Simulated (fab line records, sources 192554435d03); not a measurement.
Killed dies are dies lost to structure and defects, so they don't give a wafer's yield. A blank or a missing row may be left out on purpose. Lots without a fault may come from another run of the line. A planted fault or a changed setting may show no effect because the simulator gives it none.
Split-lot experiment | flow n5_finfet | 7 lots, 21 wafers read, on a route of 1938 steps

THE SPLIT
At N5_BEOL_M5_EXPOSE_25 (exposes mask V4, defocus 10 nm), the setting dose_mj was moved away from the recipe's 52.75 on 11 of the 21 wafers read, by -7.0% to -3.8%. The other wafers ran this setting at the recipe's value.

FROM THE SPLIT TO THE READING: what the file shows between them, 2 steps
- N5_BEOL_M5_PEB_26: peb time 60 s
- N5_BEOL_M5_DEVELOP_27: develop time 30 s

THE READING
cd_nm, in nm, at N5_BEOL_M5_CD_MEAS_28 (target cd 30.6 nm, target cd y 20 nm). Fault-free wafers of this fab line usually give 30.51 nm, standard deviation 0.23 nm.

wafer  | tool, chamber at the split | dose_mj as run | against the recipe | cd_nm, nm | against lot-mates on the recipe
L075.1 | euv_scanner-01, 0          | 52.75          | recipe             | 30.54     | -
L075.3 | euv_scanner-01, 0          | 52.75          | recipe             | 29.92     | -
L075.4 | euv_scanner-01, 0          | 52.75          | recipe             | 30.27     | -
L079.1 | euv_scanner-02, 0          | 50.66          | -4.0%              | 29.37     | -1.11
L079.3 | euv_scanner-02, 0          | 52.75          | recipe             | 30.48     | -
L079.5 | euv_scanner-02, 0          | 50.66          | -4.0%              | 29.52     | -0.96
L081.2 | euv_scanner-02, 0          | 49.87          | -5.5%              | 29.25     | -1.19
L081.4 | euv_scanner-02, 0          | 52.75          | recipe             | 30.44     | -
L081.6 | euv_scanner-02, 0          | 49.87          | -5.5%              | 29.42     | -1.02
L083.1 | euv_scanner-02, 0          | 49.04          | -7.0%              | 28.34     | -2.28
L083.4 | euv_scanner-02, 0          | 49.04          | -7.0%              | 28.67     | -1.95
L083.5 | euv_scanner-02, 0          | 52.75          | recipe             | 30.62     | -
L085.1 | euv_scanner-01, 0          | 52.75          | recipe             | 30.79     | -
L085.2 | euv_scanner-01, 0          | 52.75          | recipe             | 30.36     | -
L085.6 | euv_scanner-01, 0          | 52.75          | recipe             | 30.95     | -
L087.1 | euv_scanner-02, 0          | 49.89          | -5.4%              | 29.21     | no lot-mate on the recipe
L087.2 | euv_scanner-02, 0          | 49.89          | -5.4%              | 28.95     | no lot-mate on the recipe
L087.3 | euv_scanner-02, 0          | 49.89          | -5.4%              | 29.26     | no lot-mate on the recipe
L097.1 | euv_scanner-02, 0          | 50.76          | -3.8%              | 29.63     | -0.93
L097.3 | euv_scanner-02, 0          | 50.76          | -3.8%              | 29.93     | -0.63
L097.5 | euv_scanner-02, 0          | 52.75          | recipe             | 30.56     | -

THE FIT
A straight line over all 21 wafers: cd_nm changes by +0.253 nm for each +1% of dose_mj; r = +0.94; the points scatter about the line by 0.25 nm.
The same after taking each lot's own level away (the mean of its wafers on the recipe; 18 wafers): +0.261 nm for each +1%; r = +0.95; scatter 0.24 nm.
On that fit, the largest move of dose_mj shifts the reading by 1.8 nm.
The lots' own levels span 30.243 to 30.700 nm, that is 2.0 times the standard deviation above.
So the lot-to-lot level changes the slope little: the two slopes agree.
Check: with one of the wafers moved furthest among these (-7.0%) left out of the fit, the line predicts -1.66 nm for it against its lot-mates. It came out at -2.28 nm against them.

OTHER SPLITS ON THESE WAFERS
These wafers also went through other splits before the reading. Each is held against what the fit with the lots' levels taken away leaves over:
other split on the same wafers    | wafers away from the commonest value | r with cd_nm (lot level and that fit taken away)
N5_BEOL_M1_ALD_98 ald_cycles      | 8                                    | +0.09
N5_BEOL_M2_ETCH_69 bias_w         | 6                                    | -0.06
N5_BEOL_M3_TRENCH_ETCH_37 bias_w  | 8                                    | -0.11
N5_BEOL_M3_ETCH_41 target_depth_a | 3                                    | +0.09
N5_BEOL_M4_DESCUM_33 time_s       | 6                                    | +0.04
N5_BEOL_M4_VIA_ETCH_34 source_w   | 6                                    | -0.23
N5_BEOL_M5_COAT_74 spin_rpm       | 10                                   | -0.01

THE WHOLE CHAIN: every reading that the file lists as answering this split, in the file's order
step                  | what it does                                                | reading                                                        | change (the file's fit)               | r (the file's)
N5_BEOL_M5_CD_MEAS_28 | target cd 30.6 nm, target cd y 20 nm                        | cd_nm                                                          | +0.256 nm for each +1% of the setting | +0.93
N5_BEOL_M5_ETCH_75    | etches underlayer in N2/H2, target depth 6.5 nm, time 5.2 s | BEOL_M5.cd_nm (the simulator's own value, which no gauge read) | +0.224 nm for each +1% of the setting | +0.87

THE FILE'S OWN FIT
cd_nm changes by +0.256 nm for each +1% of dose_mj, r = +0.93.
